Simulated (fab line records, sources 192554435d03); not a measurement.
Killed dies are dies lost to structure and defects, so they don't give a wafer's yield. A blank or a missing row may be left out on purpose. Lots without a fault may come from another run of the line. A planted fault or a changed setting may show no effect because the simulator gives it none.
Chamber matching | flow n5_finfet | N5_BEOL_M11_CURE_71 on uv_cure-01: 3 sister chambers
The step cures SiCOH lowk, time 240 s. 3 wafers are shown with their chamber, then 11 later ones without.

WAFERS WITH THEIR CHAMBER
wafer  | chamber | wafer_temp_C_max
L085.5 | 1       | 386.7
L086.6 | 2       | 387.2
L087.1 | 0       | 385.9

WAFERS WITHOUT THEIR CHAMBER
wafer  | wafer_temp_C_max
L087.3 | 385.8
L087.5 | 385.7
L091.3 | 386.9
L091.4 | 386.9
L091.5 | 386.7
L092.4 | 386.0
L092.5 | 385.5
L092.6 | 385.5
L096.3 | 387.3
L096.4 | 386.3
L096.5 | 385.9

WHICH CHAMBER EACH WENT THROUGH
wafer  | from the rows above     | in truth
L087.3 | 0                       | 0
L087.5 | 0                       | 0
L091.3 | can't be placed: 1 or 2 | 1
L091.4 | can't be placed: 1 or 2 | 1
L091.5 | 1                       | 1
L092.4 | 0                       | 0
L092.5 | 0                       | 0
L092.6 | 0                       | 0
L096.3 | 2                       | 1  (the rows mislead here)
L096.4 | can't be placed: 1 or 0 | 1
L096.5 | 0                       | 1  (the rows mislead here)
Placed correctly: 6 of 11. Can't be placed from these rows: 3 (the true chamber is among the candidates in 3). Placed wrongly: 2.
How it was worked out, from the rows above alone: a wafer's distance from a chamber is the root of the sum, over the readings, of the square of ((its reading less the chamber's mean) divided by the reading's scatter). The wafer belongs to the nearest chamber; if the next one is less than 2 further off, it can't be placed. A chamber's mean is the mean of its shown wafers. The scatter: with one shown wafer a chamber, the root of the mean of the squares of how far each hidden wafer lies from its nearest shown one.
